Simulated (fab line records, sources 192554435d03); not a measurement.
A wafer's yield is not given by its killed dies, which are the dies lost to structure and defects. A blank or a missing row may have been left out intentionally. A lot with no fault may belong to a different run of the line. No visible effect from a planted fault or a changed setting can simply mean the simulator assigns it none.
fab line records	flow n5-finfet
record lots=24	wafers=72	last-day=17
route steps=1938 shown BEOL_M4@1082 BEOL_M5@1114
lots untouched by any fault: they come from a run of this same line in which no faults occurred
start-h: start of the lot's first displayed wafer, in hours after the record's first day	wait-h: hours since the lot's step before	" same as the row above	L1.1+2: one row covering several wafers at once	- no value, or no start was given	* or withheld: withheld	< > ~ a bound
route shown NAME@n: NAME is a module with steps in the file, n the number in the route of the first one	usual: mean and standard deviation over wafers with no fault	same: alike in all rows	chamber/n: place in a boat	sites: each site's reading	_std_site: standard deviation of those values	_edge_site: the outer-site mean with the inner-site mean subtracted	radius-mm: how far each site lies from the wafer's centre	mask NAME#n: copy n	behind: the last tool/chamber to shape the wafer	hold: reason for holding the lot/hours on hold/outcome of the hold	device: the transistor (n, p or np) that didn't switch	end of line: tests of these same wafers at the route's end	a step with no rows: only its recipe	killed: count of dies lost to structure and defects at first sort (not the wafer's yield)	map: a wafer's dies, marking killed ones x, the rest . and places with no die _
set.NAME: setting as actually run; set.NAME@STEP: the setting as run at that earlier step	model.NAME: the simulator's own value behind a step, which no gauge read
route steps across a sampled set of lots; one table per step, one row per wafer
services: a tool's chamber out of use, with start hour (start-h, from the record's first day; less than 0 if before it), hours out, and reason
## steps
# step N5_BEOL_M4_SURFACE_TREAT_85
# recipe gas=Ar	time-s=*	ion-energy-ev=*	ion-current-ma-cm2=0.5	pressure-mtorr=*	ar-flow-sccm=30
# usual throttle-valve-pct=*
lot.wafer	tool	chamber	start-h	wait-h	throttle-valve-pct
L076.1	pvd-sputter-03	-	165.93	0.1	*
L076.3	"	-	"	"	*
L076.5	"	-	"	"	*
L074.2	pvd-sputter-03	-	174.15	0.1	*
L074.3	"	-	"	"	*
L074.5	"	-	"	"	*
L075.1	pvd-sputter-01	-	174.44	0.2	*
L075.3	"	-	"	"	*
L075.5	"	-	"	"	*
L077.1	pvd-sputter-01	-	193.85	0.2	*
L077.3	"	-	"	"	*
L077.6	"	-	"	"	*
L078.1	pvd-sputter-01	-	197.08	0.1	*
L078.3	"	-	"	"	*
L078.6	"	-	"	"	*
L081.2	pvd-sputter-03	-	200.24	0.2	*
L081.3	"	-	"	"	*
L081.5	"	-	"	"	*
L079.1	pvd-sputter-01	-	200.24	0.2	*
L079.3	"	-	"	"	*
L079.6	"	-	"	"	*
L080.1	pvd-sputter-02	-	201.90	1.3	*
L080.3	"	-	"	"	*
L080.5	"	-	"	"	*
L082.1	pvd-sputter-03	-	221.16	0.1	*
L082.2	"	-	"	"	*
L082.3	"	-	"	"	*
L084.2	pvd-sputter-03	-	227.44	0.1	*
L084.3	"	-	"	"	*
L084.5	"	-	"	"	*
L083.2	pvd-sputter-01	-	227.69	0.1	*
L083.4	"	-	"	"	*
L083.5	"	-	"	"	*
L085.3	pvd-sputter-01	-	227.93	0.2	*
L085.4	"	-	"	"	*
L085.6	"	-	"	"	*
L086.1	pvd-sputter-01	-	234.65	0.1	*
L086.3	"	-	"	"	*
L086.4	"	-	"	"	*
L087.1	pvd-sputter-02	-	244.33	1.6	*
L087.3	"	-	"	"	*
L087.6	"	-	"	"	*
L089.4	pvd-sputter-03	-	250.17	0.2	*
L089.5	"	-	"	"	*
L089.6	"	-	"	"	*
L088.1	pvd-sputter-01	-	250.72	0.1	*
L088.3	"	-	"	"	*
L088.5	"	-	"	"	*
L090.1	pvd-sputter-01	-	252.00	0.2	*
L090.2	"	-	"	"	*
L090.5	"	-	"	"	*
L091.2	pvd-sputter-02	-	257.22	0.3	*
L091.3	"	-	"	"	*
L091.4	"	-	"	"	*
L093.2	pvd-sputter-03	-	281.37	0.2	*
L093.4	"	-	"	"	*
L093.5	"	-	"	"	*
L092.2	pvd-sputter-02	-	281.39	0.1	*
L092.5	"	-	"	"	*
L092.6	"	-	"	"	*
L095.1	pvd-sputter-02	-	287.89	0.2	*
L095.3	"	-	"	"	*
L095.4	"	-	"	"	*
L094.1	pvd-sputter-01	-	290.22	0.1	*
L094.4	"	-	"	"	*
L094.6	"	-	"	"	*
L096.1	pvd-sputter-01	-	295.40	0.2	*
L096.3	"	-	"	"	*
L096.4	"	-	"	"	*
L097.2	pvd-sputter-02	-	295.42	0.2	*
L097.5	"	-	"	"	*
L097.6	"	-	"	"	*
# step N5_BEOL_M4_SPUTTER_86
# recipe material=Cu	target-thk-a=45	temp-c=-20	chamber-pressure-pa=0.07	power-w=withheld	time-s=8.29
# usual susceptor-temp-C=-20.00/0.11	throttle-valve-pct=30.6/1.3
lot.wafer	tool	chamber	start-h	wait-h	susceptor-temp-C	throttle-valve-pct
L076.1	pvd-sputter-03	-	166.87	0.1	-19.95	28.0
L076.3	"	-	"	"	-19.83	30.9
L076.5	"	-	"	"	-19.92	30.9
L074.2	pvd-sputter-02	-	175.03	0.1	-20.03	32.7
L074.3	"	-	"	"	-19.92	30.6
L074.5	"	-	"	"	-19.95	31.7
L075.1	pvd-sputter-03	-	175.36	0.1	-19.89	31.1
L075.3	"	-	"	"	-20.10	27.9
L075.5	"	-	"	"	-19.98	31.2
L077.1	pvd-sputter-02	-	194.86	0.1	-20.18	30.8
L077.3	"	-	"	"	-19.96	30.7
L077.6	"	-	"	"	-19.93	30.8
L078.1	pvd-sputter-01	-	197.98	0.1	-19.95	30.6
L078.3	"	-	"	"	-20.20	30.6
L078.6	"	-	"	"	-20.12	30.4
L081.2	pvd-sputter-01	-	201.14	0.1	-20.10	30.9
L081.3	"	-	"	"	-20.07	27.8
L081.5	"	-	"	"	-20.13	30.7
L079.1	pvd-sputter-03	-	201.20	0.1	-20.02	31.2
L079.3	"	-	"	"	-20.11	30.8
L079.6	"	-	"	"	-19.87	31.0
L080.1	pvd-sputter-02	-	202.92	0.1	-20.12	31.9
L080.3	"	-	"	"	-20.12	31.0
L080.5	"	-	"	"	-19.91	31.8
L082.1	pvd-sputter-03	-	222.11	0.1	-20.04	31.1
L082.2	"	-	"	"	-19.99	31.0
L082.3	"	-	"	"	-20.01	30.8
L084.2	pvd-sputter-03	-	228.34	0.1	-20.13	27.9
L084.3	"	-	"	"	-19.99	30.8
L084.5	"	-	"	"	-20.18	30.9
L083.2	pvd-sputter-01	-	228.63	0.1	-19.81	28.0
L083.4	"	-	"	"	-20.03	30.8
L083.5	"	-	"	"	-19.81	30.5
L085.3	pvd-sputter-02	-	230.40	0.1	-20.01	31.2
L085.4	"	-	"	"	-20.01	30.9
L085.6	"	-	"	"	-19.91	31.1
L086.1	pvd-sputter-02	-	235.73	0.1	-20.01	30.9
L086.3	"	-	"	"	-20.05	30.5
L086.4	"	-	"	"	-19.94	31.8
L087.1	pvd-sputter-01	-	245.28	0.1	-20.04	30.6
L087.3	"	-	"	"	-20.01	30.5
L087.6	"	-	"	"	-20.03	30.1
L089.4	pvd-sputter-02	-	251.06	0.1	-19.69	30.9
L089.5	"	-	"	"	-20.11	30.6
L089.6	"	-	"	"	-19.91	31.0
L088.1	pvd-sputter-03	-	251.84	0.1	-20.00	30.9
L088.3	"	-	"	"	-19.97	28.0
L088.5	"	-	"	"	-19.88	27.9
L090.1	pvd-sputter-02	-	253.02	0.1	-19.90	30.9
L090.2	"	-	"	"	-20.08	31.7
L090.5	"	-	"	"	-19.81	31.7
L091.2	pvd-sputter-01	-	258.43	0.1	-20.10	27.8
L091.3	"	-	"	"	-20.20	30.9
L091.4	"	-	"	"	-20.00	30.6
L093.2	pvd-sputter-03	-	282.25	0.1	-20.16	30.8
L093.4	"	-	"	"	-19.86	30.7
L093.5	"	-	"	"	-20.19	27.8
L092.2	pvd-sputter-01	-	282.30	0.1	-20.15	28.1
L092.5	"	-	"	"	-20.08	30.8
L092.6	"	-	"	"	-20.00	30.5
L095.1	pvd-sputter-02	-	288.99	0.1	-20.10	31.1
L095.3	"	-	"	"	-19.98	32.7
L095.4	"	-	"	"	-19.90	31.8
L094.1	pvd-sputter-01	-	291.18	0.1	-20.01	28.0
L094.4	"	-	"	"	-20.14	30.7
L094.6	"	-	"	"	-19.99	28.1
L096.1	pvd-sputter-03	-	296.32	0.1	-20.07	28.1
L096.3	"	-	"	"	-20.02	30.9
L096.4	"	-	"	"	-19.85	30.8
L097.2	pvd-sputter-02	-	296.70	0.1	-19.90	31.0
L097.5	"	-	"	"	-19.98	32.8
L097.6	"	-	"	"	-19.91	31.9
# step N5_BEOL_M4_ANNEAL_87
# recipe temp-c=400	time-s=240	ambient=vacuum
# usual heater-power-w=855/130	susceptor-temp-C=399.98/0.2
lot.wafer	tool	chamber	start-h	wait-h	heater-power-w	susceptor-temp-C
L076.1	pvd-sputter-03	-	166.95	0.0	838	400.00
L076.3	"	-	"	"	661	400.20
L076.5	"	-	"	"	675	400.00
L074.2	pvd-sputter-02	-	175.11	0.0	798	400.21
L074.3	"	-	"	"	1033	400.13
L074.5	"	-	"	"	607	399.79
L075.1	pvd-sputter-03	-	175.44	0.0	874	399.76
L075.3	"	-	"	"	843	400.05
L075.5	"	-	"	"	856	400.23
L077.1	pvd-sputter-02	-	194.94	0.0	1041	399.81
L077.3	"	-	"	"	947	399.83
L077.6	"	-	"	"	954	400.13
L078.1	pvd-sputter-01	-	198.06	0.0	823	400.08
L078.3	"	-	"	"	801	400.15
L078.6	"	-	"	"	784	400.24
L081.2	pvd-sputter-01	-	201.22	0.0	803	400.02
L081.3	"	-	"	"	797	399.92
L081.5	"	-	"	"	796	400.01
L079.1	pvd-sputter-03	-	201.28	0.0	873	400.09
L079.3	"	-	"	"	679	399.85
L079.6	"	-	"	"	877	400.08
L080.1	pvd-sputter-02	-	203.00	0.0	608	399.93
L080.3	"	-	"	"	942	399.99
L080.5	"	-	"	"	605	400.00
L082.1	pvd-sputter-03	-	222.19	0.0	1066	400.00
L082.2	"	-	"	"	885	399.97
L082.3	"	-	"	"	668	400.04
L084.2	pvd-sputter-03	-	228.42	0.0	832	399.80
L084.3	"	-	"	"	1050	399.96
L084.5	"	-	"	"	683	399.83
L083.2	pvd-sputter-01	-	228.71	0.0	813	399.55
L083.4	"	-	"	"	855	400.15
L083.5	"	-	"	"	792	399.78
L085.3	pvd-sputter-02	-	230.48	0.0	965	400.10
L085.4	"	-	"	"	1026	400.03
L085.6	"	-	"	"	1024	400.17
L086.1	pvd-sputter-02	-	235.81	0.0	949	400.19
L086.3	"	-	"	"	1016	400.08
L086.4	"	-	"	"	618	399.75
L087.1	pvd-sputter-01	-	245.36	0.0	961	399.66
L087.3	"	-	"	"	795	399.75
L087.6	"	-	"	"	956	400.02
L089.4	pvd-sputter-02	-	251.14	0.0	958	400.10
L089.5	"	-	"	"	1073	400.03
L089.6	"	-	"	"	946	399.57
L088.1	pvd-sputter-03	-	251.92	0.0	885	399.98
L088.3	"	-	"	"	849	399.89
L088.5	"	-	"	"	846	400.25
L090.1	pvd-sputter-02	-	253.10	0.0	948	399.54
L090.2	"	-	"	"	609	400.07
L090.5	"	-	"	"	601	400.00
L091.2	pvd-sputter-01	-	258.51	0.0	810	399.76
L091.3	"	-	"	"	776	400.04
L091.4	"	-	"	"	838	400.22
L093.2	pvd-sputter-03	-	282.33	0.0	691	399.89
L093.4	"	-	"	"	1071	399.70
L093.5	"	-	"	"	814	399.96
L092.2	pvd-sputter-01	-	282.38	0.0	790	400.01
L092.5	"	-	"	"	792	399.77
L092.6	"	-	"	"	924	399.78
L095.1	pvd-sputter-02	-	289.07	0.0	970	399.98
L095.3	"	-	"	"	798	399.85
L095.4	"	-	"	"	587	400.26
L094.1	pvd-sputter-01	-	291.26	0.0	806	400.16
L094.4	"	-	"	"	797	400.13
L094.6	"	-	"	"	822	400.07
L096.1	pvd-sputter-03	-	296.40	0.0	830	400.23
L096.3	"	-	"	"	1060	399.80
L096.4	"	-	"	"	677	399.74
L097.2	pvd-sputter-02	-	296.78	0.0	936	399.85
L097.5	"	-	"	"	800	399.65
L097.6	"	-	"	"	605	399.89
# step N5_BEOL_M5_THK_MEAS_01
# recipe reads=SiCOH_lowk_of_BEOL_M5_ILD_DEP_00
# usual M5_ILD_THK=120.6/1.6
lot.wafer	tool	chamber	start-h	wait-h	M5_ILD_THK[nm]
L076.1	film-metro-01	-	170.61	0.4	120.7
L076.3	"	-	"	"	119.7
L076.5	"	-	"	"	121.0
L074.2	film-metro-01	-	178.77	0.4	118.8
L074.3	"	-	"	"	120.7
L074.5	"	-	"	"	122.3
L075.1	film-metro-01	-	179.11	0.4	118.3
L075.3	"	-	"	"	117.1
L075.5	"	-	"	"	120.4
L077.1	film-metro-02	-	198.69	0.4	121.8
L077.3	"	-	"	"	121.4
L077.6	"	-	"	"	121.8
L078.1	film-metro-02	-	201.91	0.4	121.5
L078.3	"	-	"	"	118.7
L078.6	"	-	"	"	121.1
L081.2	film-metro-02	-	204.87	0.4	121.6
L081.3	"	-	"	"	122.4
L081.5	"	-	"	"	122.0
L079.1	film-metro-01	-	205.12	0.4	120.0
L079.3	"	-	"	"	120.4
L079.6	"	-	"	"	123.1
L080.1	film-metro-02	-	206.70	0.4	119.8
L080.3	"	-	"	"	121.3
L080.5	"	-	"	"	121.5
L082.1	film-metro-01	-	225.98	0.4	120.3
L082.2	"	-	"	"	120.9
L082.3	"	-	"	"	120.0
L084.2	film-metro-01	-	232.13	0.4	119.9
L084.3	"	-	"	"	120.0
L084.5	"	-	"	"	120.1
L083.2	film-metro-01	-	232.37	0.4	119.4
L083.4	"	-	"	"	122.6
L083.5	"	-	"	"	122.9
L085.3	film-metro-02	-	234.14	0.3	120.4
L085.4	"	-	"	"	121.2
L085.6	"	-	"	"	122.2
L086.1	film-metro-01	-	239.59	0.4	118.7
L086.3	"	-	"	"	122.7
L086.4	"	-	"	"	120.7
L087.1	film-metro-01	-	249.01	0.4	119.6
L087.3	"	-	"	"	116.4
L087.6	"	-	"	"	122.5
L089.4	film-metro-01	-	254.80	0.2	118.7
L089.5	"	-	"	"	119.8
L089.6	"	-	"	"	118.7
L088.1	film-metro-01	-	255.58	0.4	120.7
L088.3	"	-	"	"	119.3
L088.5	"	-	"	"	121.0
L090.1	film-metro-01	-	257.25	0.8	121.5
L090.2	"	-	"	"	121.7
L090.5	"	-	"	"	123.4
L091.2	film-metro-02	-	262.21	0.4	120.6
L091.3	"	-	"	"	118.0
L091.4	"	-	"	"	121.0
L093.2	film-metro-02	-	286.04	0.4	118.3
L093.4	"	-	"	"	120.4
L093.5	"	-	"	"	122.3
L092.2	film-metro-02	-	286.18	0.4	118.2
L092.5	"	-	"	"	121.8
L092.6	"	-	"	"	123.2
L095.1	film-metro-01	-	293.04	0.4	120.0
L095.3	"	-	"	"	119.3
L095.4	"	-	"	"	122.0
L094.1	film-metro-02	-	294.94	0.4	119.7
L094.4	"	-	"	"	121.2
L094.6	"	-	"	"	122.2
L096.1	film-metro-01	-	300.10	0.4	119.9
L096.3	"	-	"	"	118.8
L096.4	"	-	"	"	120.7
L097.2	film-metro-02	-	300.45	0.4	120.4
L097.5	"	-	"	"	122.5
L097.6	"	-	"	"	122.0
# step N5_BEOL_M5_DESCUM_16
# recipe chemistry=O2	time-s=7	source-power-w=50	bias-power-w=20	pressure-mtorr=20	rf-frequency-hz=2.712e+07	temp-c=40	resist=CAR-EUV	o2-flow-sccm=225
# usual drypump-motor-current-A=5.8/0.41	oes-product-au=0.77/0.088	rf-vpp-V=243.4/1.3	showerhead-plenum-p-Torr=2.12/0.063	throttle-valve-pct=20.56/0.28
lot.wafer	tool	chamber	start-h	wait-h	drypump-motor-current-A	oes-product-au	rf-hours-counter-h	rf-vpp-V	showerhead-plenum-p-Torr	throttle-valve-pct
L076.1	rie-diel-03	1	171.91	0.0	5.7	0.74	169	241.4	2.09	20.83
L076.3	"	3	"	"	6.6	0.89	32	244.5	2.23	20.27
L076.5	"	2	"	"	6.4	0.74	-	244.1	2.10	20.48
L074.2	rie-diel-01	1	180.12	0.0	5.6	0.66	248	242.7	2.09	20.49
L074.3	"	3	"	"	6.3	0.67	243	243.0	2.03	20.38
L074.5	"	3	"	"	6.4	0.67	-	242.4	2.03	20.38
L075.1	rie-diel-03	0	180.16	0.0	6.1	0.74	161	244.1	2.19	20.31
L075.3	"	1	"	"	5.7	0.73	172	243.4	2.09	20.84
L075.5	"	1	"	"	5.7	0.73	-	242.5	2.09	20.84
L077.1	rie-diel-02	2	201.15	0.9	6.0	0.74	183	244.3	2.18	20.61
L077.3	"	3	"	"	5.8	0.69	216	242.1	2.08	21.05
L077.6	"	3	"	"	5.8	0.68	-	240.9	2.08	21.03
L078.1	rie-diel-02	2	203.62	0.2	6.0	0.74	184	244.5	2.18	20.60
L078.3	"	1	"	"	5.7	0.71	198	242.0	2.02	20.83
L078.6	"	2	"	"	6.0	0.74	-	243.7	2.17	20.63
L081.2	rie-diel-01	3	206.69	0.0	6.4	0.67	253	243.7	2.03	20.39
L081.3	"	2	"	"	5.4	0.85	74	244.7	2.12	20.66
L081.5	"	2	"	"	5.4	0.84	-	244.0	2.12	20.66
L079.1	rie-diel-03	0	206.86	0.0	6.2	0.74	168	244.6	2.18	20.29
L079.3	"	3	"	"	6.6	0.87	41	245.0	2.23	20.26
L079.6	"	0	"	"	6.1	0.74	-	244.1	2.18	20.28
L080.1	rie-diel-02	1	209.15	0.3	5.7	0.71	200	241.8	2.02	20.84
L080.3	"	2	"	"	6.0	0.74	187	244.7	2.17	20.61
L080.5	"	1	"	"	5.7	0.71	-	240.9	2.02	20.85
L082.1	rie-diel-03	1	227.40	0.0	5.7	0.72	184	242.3	2.09	20.86
L082.2	"	2	"	"	6.4	0.72	179	243.8	2.09	20.48
L082.3	"	0	"	"	6.1	0.74	173	244.4	2.18	20.30
L084.2	rie-diel-02	1	233.02	0.0	5.7	0.71	207	240.6	2.01	20.86
L084.3	"	3	"	"	5.8	0.69	226	241.8	2.08	21.05
L084.5	"	1	"	"	5.7	0.71	-	240.7	2.01	20.86
L083.2	rie-diel-03	3	233.25	0.0	6.6	0.86	48	244.6	2.23	20.29
L083.4	"	1	"	"	5.7	0.72	185	243.6	2.09	20.85
L083.5	"	2	"	"	6.4	0.73	-	243.0	2.09	20.48
L085.3	rie-diel-01	1	236.26	1.0	5.6	0.93	9	242.7	2.08	20.16
L085.4	"	1	"	"	5.6	0.93	-	242.9	2.08	20.16
L085.6	"	2	"	"	5.4	0.83	-	242.7	2.11	20.66
L086.1	rie-diel-02	2	242.13	0.0	6.0	0.73	198	243.7	2.17	20.62
L086.3	"	3	"	"	5.8	0.69	229	243.3	2.07	21.05
L086.4	"	0	"	"	5.9	0.95	7	243.5	2.17	20.28
L087.1	rie-diel-01	1	250.23	0.0	5.7	0.91	15	243.0	2.08	20.17
L087.3	"	0	"	"	5.1	0.71	202	245.4	2.19	20.58
L087.6	"	2	"	"	5.4	0.83	-	244.1	2.11	20.70
L089.4	rie-diel-01	0	256.82	0.1	5.1	0.72	-	245.0	2.19	20.61
L089.5	"	1	"	"	5.7	0.92	-	241.8	2.08	20.16
L089.6	"	2	"	"	5.4	0.81	-	244.4	2.11	20.67
L088.1	rie-diel-03	0	257.12	0.1	6.1	0.74	182	245.6	2.18	20.33
L088.3	"	1	"	"	5.7	0.72	192	242.3	2.08	20.87
L088.5	"	2	"	"	6.4	0.72	-	242.2	2.09	20.49
L090.1	rie-diel-01	2	258.03	0.0	5.5	0.82	94	243.2	2.11	20.68
L090.2	"	1	"	"	5.7	0.91	18	243.2	2.08	20.17
L090.5	"	0	"	"	5.1	0.72	-	245.3	2.19	20.58
L091.2	rie-diel-02	3	265.77	0.0	5.7	0.67	236	242.6	2.07	21.07
L091.3	"	1	"	"	5.7	0.69	218	241.2	2.01	20.87
L091.4	"	0	"	"	6.0	0.92	13	245.1	2.17	20.31
L093.2	rie-diel-02	1	287.34	0.0	5.7	0.69	224	240.8	2.01	20.89
L093.4	"	2	"	"	6.0	0.71	211	245.4	2.17	20.65
L093.5	"	0	"	"	6.0	0.91	-	243.3	2.16	20.31
L092.2	rie-diel-03	0	287.44	0.0	6.1	0.74	192	244.0	2.17	20.35
L092.5	"	0	"	"	6.1	0.73	-	243.6	2.17	20.35
L092.6	"	3	"	"	6.6	0.86	-	245.4	2.22	20.31
L095.1	rie-diel-01	3	295.28	0.0	6.4	0.98	6	242.9	2.03	19.88
L095.3	"	0	"	"	5.1	0.70	218	244.5	2.19	20.59
L095.4	"	2	"	"	5.4	0.80	109	243.4	2.10	20.71
L094.1	rie-diel-01	0	296.26	0.0	5.1	0.71	218	243.5	2.19	20.61
L094.4	"	1	"	"	5.7	0.89	32	242.0	2.07	20.20
L094.6	"	2	"	"	5.4	0.80	-	243.1	2.10	20.71
L096.1	rie-diel-01	0	302.21	0.0	5.1	0.70	220	244.2	2.19	20.60
L096.3	"	3	"	"	6.4	0.98	8	244.0	2.03	19.88
L096.4	"	2	"	"	5.4	0.80	110	245.1	2.10	20.71
L097.2	rie-diel-02	3	302.29	0.0	5.8	0.66	246	242.5	2.07	21.09
L097.5	"	2	"	"	6.0	0.72	-	244.3	2.16	20.64
L097.6	"	1	"	"	5.7	0.69	-	240.6	2.01	20.89
# step N5_BEOL_M5_CD_MEAS_35
# recipe target-cd-nm=28	target-cd-y-nm=24	polarity=opening
# usual cd-nm=27.8/0.4
lot.wafer	tool	chamber	start-h	wait-h	cd-nm
L076.1	cd-sem-02	-	173.50	0.0	26.6
L076.3	"	-	"	"	27.6
L076.5	"	-	"	"	27.3
L074.2	cd-sem-02	-	182.24	0.0	27.4
L074.3	"	-	"	"	28.0
L074.5	"	-	"	"	27.4
L075.1	cd-sem-01	-	182.77	0.0	28.2
L075.3	"	-	"	"	27.8
L075.5	"	-	"	"	27.6
L077.1	cd-sem-02	-	203.11	0.0	28.2
L077.3	"	-	"	"	28.2
L077.6	"	-	"	"	28.1
L078.1	cd-sem-01	-	205.88	0.0	28.3
L078.3	"	-	"	"	27.4
L078.6	"	-	"	"	28.0
L081.2	cd-sem-02	-	208.31	0.0	27.0
L081.3	"	-	"	"	27.7
L081.5	"	-	"	"	27.0
L079.1	cd-sem-02	-	208.52	0.0	28.2
L079.3	"	-	"	"	27.4
L079.6	"	-	"	"	27.7
L080.1	cd-sem-03	-	213.07	0.0	27.4
L080.3	"	-	"	"	27.9
L080.5	"	-	"	"	27.4
L082.1	cd-sem-01	-	230.28	0.0	27.3
L082.2	"	-	"	"	27.4
L082.3	"	-	"	"	27.9
L084.2	cd-sem-02	-	235.53	0.0	27.8
L084.3	"	-	"	"	27.7
L084.5	"	-	"	"	28.4
L083.2	cd-sem-02	-	235.93	0.0	27.9
L083.4	"	-	"	"	27.4
L083.5	"	-	"	"	27.3
L085.3	cd-sem-02	-	241.15	0.0	28.3
L085.4	"	-	"	"	28.3
L085.6	"	-	"	"	27.8
L086.1	cd-sem-03	-	244.77	0.0	27.7
L086.3	"	-	"	"	28.2
L086.4	"	-	"	"	27.1
L087.1	cd-sem-03	-	252.19	0.0	27.7
L087.3	"	-	"	"	28.3
L087.6	"	-	"	"	27.8
L089.4	cd-sem-02	-	258.71	0.0	28.3
L089.5	"	-	"	"	28.6
L089.6	"	-	"	"	27.3
L088.1	cd-sem-01	-	259.54	0.0	28.2
L088.3	"	-	"	"	27.8
L088.5	"	-	"	"	27.9
L090.1	cd-sem-02	-	259.94	0.0	27.8
L090.2	"	-	"	"	28.7
L090.5	"	-	"	"	28.6
L091.2	cd-sem-01	-	267.26	0.0	27.7
L091.3	"	-	"	"	27.9
L091.4	"	-	"	"	27.5
L093.2	cd-sem-03	-	288.78	0.0	27.8
L093.4	"	-	"	"	28.0
L093.5	"	-	"	"	27.7
L092.2	cd-sem-02	-	289.22	0.0	27.8
L092.5	"	-	"	"	27.9
L092.6	"	-	"	"	28.3
L095.1	cd-sem-03	-	298.77	0.0	27.2
L095.3	"	-	"	"	27.7
L095.4	"	-	"	"	27.3
L094.1	cd-sem-01	-	298.86	0.0	28.7
L094.4	"	-	"	"	28.5
L094.6	"	-	"	"	27.6
L096.1	cd-sem-03	-	303.95	0.0	27.4
L096.3	"	-	"	"	27.6
L096.4	"	-	"	"	27.4
L097.2	cd-sem-03	-	306.37	0.0	28.2
L097.5	"	-	"	"	27.9
L097.6	"	-	"	"	28.1
## services
tool	chamber	start-h	hours	kind
rie-diel-01	-	143.86	3.3	repair
rie-diel-03	1	147.36	3.3	repair
pvd-sputter-01	-	151.78	1.0	repair
rie-diel-03	-	160.73	0.5	repair
rie-diel-01	1	187.49	-	clean
rie-diel-01	1	187.49	-	consumable-replace:focus-ring
rie-diel-01	1	187.49	23.4	scheduled-down
rie-diel-01	1	187.49	23.4	vent-cycle
pvd-sputter-01	-	194.09	0.8	repair
rie-diel-03	-	198.08	1.1	repair
rie-diel-03	-	199.54	2.6	repair
rie-diel-02	0	201.57	-	clean
rie-diel-02	0	201.57	-	consumable-replace:focus-ring
rie-diel-02	0	201.57	21.2	scheduled-down
rie-diel-02	0	201.57	21.2	vent-cycle
rie-diel-01	3	213.02	48.6	repair
rie-diel-03	0	216.61	2.9	repair
rie-diel-01	3	261.78	-	clean
rie-diel-01	3	261.78	-	consumable-replace:focus-ring
rie-diel-01	3	261.78	18.0	scheduled-down
rie-diel-01	3	261.78	18.0	vent-cycle
rie-diel-03	-	283.25	0.1	repair
rie-diel-03	1	299.40	1.6	repair
## key
fault none
